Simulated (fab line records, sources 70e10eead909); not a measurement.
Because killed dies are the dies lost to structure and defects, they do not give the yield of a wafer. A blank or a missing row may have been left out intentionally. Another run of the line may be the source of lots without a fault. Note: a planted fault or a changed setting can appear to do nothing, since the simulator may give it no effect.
Which tool is to blame? || flow nandHarc || 14 lots, 42 wafers sampled, at 6 steps of a route of 1302

== WHAT THE GAUGES READ, wafer by wafer ==
NHARC_A_ONON_D2_THK_MEAS_02: measures by ellipsometry. Usual: 1004 nm for thkNm, sd 11.
{"lot": "L376", "measured": "day 12 15:59", "on": "filmMetro-02", "thkNm (nm)": "997 998 997", "flag": ""}
{"lot": "L375", "measured": "day 12 16:21", "on": "filmMetro-02", "thkNm (nm)": "995 994 996", "flag": ""}
{"lot": "L377", "measured": "day 13 01:50", "on": "filmMetro-01", "thkNm (nm)": "1003 1003 1005", "flag": ""}
{"lot": "L378", "measured": "day 13 15:05", "on": "filmMetro-01", "thkNm (nm)": "1023 1027 1026", "flag": ""}
{"lot": "L379", "measured": "day 14 03:10", "on": "filmMetro-01", "thkNm (nm)": "1005 1005 1005", "flag": ""}
{"lot": "L381", "measured": "day 14 23:13", "on": "filmMetro-01", "thkNm (nm)": "1021 1021 1022", "flag": ""}
{"lot": "L383", "measured": "day 16 09:01", "on": "filmMetro-02", "thkNm (nm)": "990 988 991", "flag": ""}
{"lot": "L387", "measured": "day 17 18:26", "on": "filmMetro-01", "thkNm (nm)": "988 989 990", "flag": ""}
{"lot": "L389", "measured": "day 18 08:48", "on": "filmMetro-02", "thkNm (nm)": "999 998 999", "flag": ""}
{"lot": "L394", "measured": "day 20 03:54", "on": "filmMetro-02", "thkNm (nm)": "1028 1029 1029", "flag": ""}
{"lot": "L395", "measured": "day 20 14:14", "on": "filmMetro-01", "thkNm (nm)": "1005 1006 1007", "flag": ""}
{"lot": "L396", "measured": "day 21 08:59", "on": "filmMetro-02", "thkNm (nm)": "1013 1009 1011", "flag": ""}
{"lot": "L397", "measured": "day 21 15:47", "on": "filmMetro-01", "thkNm (nm)": "1005 1004 1005", "flag": ""}
{"lot": "L398", "measured": "day 22 02:32", "on": "filmMetro-01", "thkNm (nm)": "997 998 996", "flag": ""}

NHARC_A_ONON_D2_THK_MEAS_08: measures by ellipsometry. Usual: 994 nm for thkNm, sd 11.
{"lot": "L376", "measured": "day 12 17:07", "on": "filmMetro-01", "thkNm (nm)": "994 992 994", "flag": ""}
{"lot": "L375", "measured": "day 12 17:29", "on": "filmMetro-01", "thkNm (nm)": "994 994 992", "flag": ""}
{"lot": "L377", "measured": "day 13 02:59", "on": "filmMetro-01", "thkNm (nm)": "978 979 977", "flag": ""}
{"lot": "L378", "measured": "day 13 16:13", "on": "filmMetro-01", "thkNm (nm)": "999 999 998", "flag": ""}
{"lot": "L379", "measured": "day 14 04:17", "on": "filmMetro-01", "thkNm (nm)": "1006 1007 1005", "flag": ""}
{"lot": "L381", "measured": "day 15 00:22", "on": "filmMetro-01", "thkNm (nm)": "1007 1007 1007", "flag": ""}
{"lot": "L383", "measured": "day 16 10:09", "on": "filmMetro-02", "thkNm (nm)": "986 988 986", "flag": ""}
{"lot": "L387", "measured": "day 17 19:34", "on": "filmMetro-02", "thkNm (nm)": "1013 1015 1013", "flag": ""}
{"lot": "L389", "measured": "day 18 09:56", "on": "filmMetro-02", "thkNm (nm)": "1002 1004 1003", "flag": ""}
{"lot": "L394", "measured": "day 20 05:02", "on": "filmMetro-02", "thkNm (nm)": "988 991 990", "flag": ""}
{"lot": "L395", "measured": "day 20 15:43", "on": "filmMetro-02", "thkNm (nm)": "969 971 969", "flag": ""}
{"lot": "L396", "measured": "day 21 10:07", "on": "filmMetro-02", "thkNm (nm)": "991 992 992", "flag": ""}
{"lot": "L397", "measured": "day 21 16:55", "on": "filmMetro-01", "thkNm (nm)": "1006 1006 1004", "flag": ""}
{"lot": "L398", "measured": "day 22 03:41", "on": "filmMetro-01", "thkNm (nm)": "1003 1003 1001", "flag": ""}

NHARC_A_ONON_D2_THK_MEAS_14: measures by ellipsometry. Usual: 997 nm for thkNm, sd 10.
{"lot": "L376", "measured": "day 12 18:15", "on": "filmMetro-01", "thkNm (nm)": "972 975 973", "flag": ""}
{"lot": "L375", "measured": "day 12 18:37", "on": "filmMetro-02", "thkNm (nm)": "988 989 987", "flag": ""}
{"lot": "L377", "measured": "day 13 04:07", "on": "filmMetro-01", "thkNm (nm)": "998 997 997", "flag": ""}
{"lot": "L378", "measured": "day 13 17:20", "on": "filmMetro-02", "thkNm (nm)": "998 999 998", "flag": ""}
{"lot": "L379", "measured": "day 14 05:25", "on": "filmMetro-02", "thkNm (nm)": "1008 1008 1007", "flag": ""}
{"lot": "L381", "measured": "day 15 01:29", "on": "filmMetro-01", "thkNm (nm)": "1010 1008 1010", "flag": ""}
{"lot": "L383", "measured": "day 16 11:17", "on": "filmMetro-02", "thkNm (nm)": "994 994 994", "flag": ""}
{"lot": "L387", "measured": "day 17 20:42", "on": "filmMetro-01", "thkNm (nm)": "1005 1005 1008", "flag": ""}
{"lot": "L389", "measured": "day 18 11:05", "on": "filmMetro-01", "thkNm (nm)": "981 982 981", "flag": ""}
{"lot": "L394", "measured": "day 20 06:09", "on": "filmMetro-02", "thkNm (nm)": "991 991 992", "flag": ""}
{"lot": "L395", "measured": "day 20 16:50", "on": "filmMetro-02", "thkNm (nm)": "998 1000 998", "flag": ""}
{"lot": "L396", "measured": "day 21 11:15", "on": "filmMetro-01", "thkNm (nm)": "1000 1001 1001", "flag": ""}
{"lot": "L397", "measured": "day 21 18:02", "on": "filmMetro-01", "thkNm (nm)": "1011 1012 1009", "flag": ""}
{"lot": "L398", "measured": "day 22 04:49", "on": "filmMetro-02", "thkNm (nm)": "980 979 979", "flag": ""}

NHARC_A_ONON_D2_THK_MEAS_24: measures by ellipsometry. Usual: 999 nm for thkNm, sd 12.
{"lot": "L376", "measured": "day 13 03:23", "on": "filmMetro-01", "thkNm (nm)": "987 987 986", "flag": ""}
{"lot": "L375", "measured": "day 13 03:23", "on": "filmMetro-02", "thkNm (nm)": "988 987 988", "flag": ""}
{"lot": "L377", "measured": "day 13 12:35", "on": "filmMetro-02", "thkNm (nm)": "1013 1014 1013", "flag": ""}
{"lot": "L378", "measured": "day 14 02:44", "on": "filmMetro-02", "thkNm (nm)": "1014 1013 1013", "flag": ""}
{"lot": "L379", "measured": "day 14 13:54", "on": "filmMetro-02", "thkNm (nm)": "989 989 988", "flag": ""}
{"lot": "L381", "measured": "day 15 08:28", "on": "filmMetro-01", "thkNm (nm)": "984 984 986", "flag": ""}
{"lot": "L383", "measured": "day 16 20:08", "on": "filmMetro-01", "thkNm (nm)": "1002 1001 1002", "flag": ""}
{"lot": "L387", "measured": "day 18 05:34", "on": "filmMetro-02", "thkNm (nm)": "617 616 617", "flag": "OFF"}
{"lot": "L389", "measured": "day 18 19:47", "on": "filmMetro-02", "thkNm (nm)": "616 621 621", "flag": "OFF"}
{"lot": "L394", "measured": "day 20 16:04", "on": "filmMetro-01", "thkNm (nm)": "1004 1006 1005", "flag": ""}
{"lot": "L395", "measured": "day 21 02:01", "on": "filmMetro-02", "thkNm (nm)": "986 987 988", "flag": ""}
{"lot": "L396", "measured": "day 21 19:52", "on": "filmMetro-01", "thkNm (nm)": "997 997 997", "flag": ""}
{"lot": "L397", "measured": "day 22 02:32", "on": "filmMetro-01", "thkNm (nm)": "982 980 983", "flag": ""}
{"lot": "L398", "measured": "day 22 15:05", "on": "filmMetro-02", "thkNm (nm)": "1015 1016 1014", "flag": ""}

NHARC_END_SORT_01. Usual: killedAtArray 55, standard deviation 20; killedAtOther 0.7, standard deviation 0.96; killedAtPeriphery 4.1, standard deviation 2.4; killedDies 60, standard deviation 20; killedOpen 3.3, standard deviation 1.9; killedShort 2.8, standard deviation 1.6.
{"lot": "L376", "measured": "day 25 01:41", "on": "prober-02", "killedAtArray": "18 20 16", "killedAtOther": "1 1 1", "killedAtPeriphery": "0 2 2", "killedDies": "19 23 19", "killedOpen": "3 2 1", "killedShort": "1 1 1", "flag": ""}
{"lot": "L377", "measured": "day 25 08:40", "on": "prober-02", "killedAtArray": "41 45 46", "killedAtOther": "0 1 0", "killedAtPeriphery": "2 4 1", "killedDies": "43 50 47", "killedOpen": "8 2 1", "killedShort": "3 4 3", "flag": ""}
{"lot": "L379", "measured": "day 26 07:54", "on": "prober-02", "killedAtArray": "49 43 52", "killedAtOther": "3 1 2", "killedAtPeriphery": "2 4 6", "killedDies": "54 48 60", "killedOpen": "4 6 6", "killedShort": "4 4 3", "flag": ""}
{"lot": "L387", "measured": "day 29 18:56", "on": "prober-01", "killedAtArray": "669 668 665", "killedAtOther": "3 1 3", "killedAtPeriphery": "5 8 9", "killedDies": "677 677 677", "killedOpen": "3 2 3", "killedShort": "1 3 3", "flag": "OFF"}
{"lot": "L389", "measured": "day 30 19:53", "on": "prober-02", "killedAtArray": "672 673 671", "killedAtOther": "0 0 2", "killedAtPeriphery": "5 4 4", "killedDies": "677 677 677", "killedOpen": "6 7 6", "killedShort": "4 4 1", "flag": "OFF"}
{"lot": "L394", "measured": "day 32 01:04", "on": "prober-02", "killedAtArray": "31 20 35", "killedAtOther": "0 0 1", "killedAtPeriphery": "2 3 8", "killedDies": "33 23 44", "killedOpen": "3 3 7", "killedShort": "1 2 4", "flag": ""}
{"lot": "L397", "measured": "day 33 14:43", "on": "prober-01", "killedAtArray": "80 80 79", "killedAtOther": "1 0 0", "killedAtPeriphery": "2 3 3", "killedDies": "83 83 82", "killedOpen": "5 3 3", "killedShort": "3 2 0", "flag": ""}

== EACH LOT AND THE TOOL THAT RAN IT (in order: tool; ch and the chambers of the sampled wafers; start) ==
{"lot": "L376", "NHARC_A_ONON_D2_DEP_22": "pecvdOnon-01 ch 0, day 13 02:56"}
{"lot": "L375", "NHARC_A_ONON_D2_DEP_22": "pecvdOnon-02 ch 0, day 13 02:52"}
{"lot": "L377", "NHARC_A_ONON_D2_DEP_22": "pecvdOnon-01 ch 0, day 13 12:05"}
{"lot": "L378", "NHARC_A_ONON_D2_DEP_22": "pecvdOnon-02 ch 0, day 14 02:17"}
{"lot": "L379", "NHARC_A_ONON_D2_DEP_22": "pecvdOnon-01 ch 0, day 14 13:27"}
{"lot": "L381", "NHARC_A_ONON_D2_DEP_22": "pecvdOnon-02 ch 0, day 15 08:05"}
{"lot": "L383", "NHARC_A_ONON_D2_DEP_22": "pecvdOnon-02 ch 0, day 16 19:36"}
{"lot": "L387", "NHARC_A_ONON_D2_DEP_22": "pecvdOnon-01 ch 0, day 18 05:06"}
{"lot": "L389", "NHARC_A_ONON_D2_DEP_22": "pecvdOnon-01 ch 0, day 18 19:26"}
{"lot": "L394", "NHARC_A_ONON_D2_DEP_22": "pecvdOnon-04 ch 0, day 20 15:37"}
{"lot": "L395", "NHARC_A_ONON_D2_DEP_22": "pecvdOnon-02 ch 0, day 21 01:31"}
{"lot": "L396", "NHARC_A_ONON_D2_DEP_22": "pecvdOnon-02 ch 0, day 21 19:21"}
{"lot": "L397", "NHARC_A_ONON_D2_DEP_22": "pecvdOnon-01 ch 0, day 22 02:01"}
{"lot": "L398", "NHARC_A_ONON_D2_DEP_22": "pecvdOnon-01 ch 0, day 22 14:38"}
- NHARC_A_ONON_D2_DEP_22: target thk 1000 nm.

== AS READ BY THE TOOLS THEMSELVES (means over the sampled wafers that have a number; for cases with no such wafer, the mark the record gives instead) ==
NHARC_A_ONON_D2_DEP_22. Usual: n2oFlowSccm 2000 sccm, standard deviation 5.5; nh3FlowSccm 500.2 sccm, standard deviation 1.3.
{"lot": "L376", "tool": "pecvdOnon-01", "n2oFlowSccm (sccm)": 1998, "nh3FlowSccm (sccm)": 500.7, "flag": ""}
{"lot": "L375", "tool": "pecvdOnon-02", "n2oFlowSccm (sccm)": 2000, "nh3FlowSccm (sccm)": 499.6, "flag": ""}
{"lot": "L377", "tool": "pecvdOnon-01", "n2oFlowSccm (sccm)": 1989, "nh3FlowSccm (sccm)": 501.0, "flag": ""}
{"lot": "L378", "tool": "pecvdOnon-02", "n2oFlowSccm (sccm)": 1999, "nh3FlowSccm (sccm)": 500.7, "flag": ""}
{"lot": "L379", "tool": "pecvdOnon-01", "n2oFlowSccm (sccm)": 1999, "nh3FlowSccm (sccm)": 502.0, "flag": ""}
{"lot": "L381", "tool": "pecvdOnon-02", "n2oFlowSccm (sccm)": 2008, "nh3FlowSccm (sccm)": 499.8, "flag": ""}
{"lot": "L383", "tool": "pecvdOnon-02", "n2oFlowSccm (sccm)": 1997, "nh3FlowSccm (sccm)": 500.5, "flag": ""}
{"lot": "L387", "tool": "pecvdOnon-01", "n2oFlowSccm (sccm)": 2005, "nh3FlowSccm (sccm)": 501.1, "flag": ""}
{"lot": "L389", "tool": "pecvdOnon-01", "n2oFlowSccm (sccm)": 1996, "nh3FlowSccm (sccm)": 499.3, "flag": ""}
{"lot": "L394", "tool": "pecvdOnon-04", "n2oFlowSccm (sccm)": 2002, "nh3FlowSccm (sccm)": 500.0, "flag": ""}
{"lot": "L395", "tool": "pecvdOnon-02", "n2oFlowSccm (sccm)": 2002, "nh3FlowSccm (sccm)": 499.6, "flag": ""}
{"lot": "L396", "tool": "pecvdOnon-02", "n2oFlowSccm (sccm)": 2000, "nh3FlowSccm (sccm)": 502.6, "flag": ""}
{"lot": "L397", "tool": "pecvdOnon-01", "n2oFlowSccm (sccm)": 2005, "nh3FlowSccm (sccm)": 499.4, "flag": ""}
{"lot": "L398", "tool": "pecvdOnon-01", "n2oFlowSccm (sccm)": 2001, "nh3FlowSccm (sccm)": 499.8, "flag": ""}

== THE ANSWER, worked out from the rows above alone ==
Rule: lot off if the mean of its wafers having a number is beyond 3 standard deviations from the usual mean. Also off: a lot with no number at a reading for which 4 or more lots have one. All remaining lots with rows at the step are treated as sound. The gauges are gone through in route order, then the tools' own readings, and for those a lot's mean is taken as printed above. The first step at which some lot is off is used, and at that step the reading that is off furthest; a lot without a number counts as furthest.
Off at NHARC_A_ONON_D2_THK_MEAS_24 (thkNm): L387, L389.
A tool fits if, at a process step before that reading, it ran every lot that is off, and no sound lot after the first of them. The gauges at NHARC_A_ONON_D2_THK_MEAS_24 aren't tried: what is off there is off at NHARC_END_SORT_01 too, on other tools, and a gauge's error can't cause that. Of those tried, none fits.

== WHAT THE SIMULATOR PUT IN ==
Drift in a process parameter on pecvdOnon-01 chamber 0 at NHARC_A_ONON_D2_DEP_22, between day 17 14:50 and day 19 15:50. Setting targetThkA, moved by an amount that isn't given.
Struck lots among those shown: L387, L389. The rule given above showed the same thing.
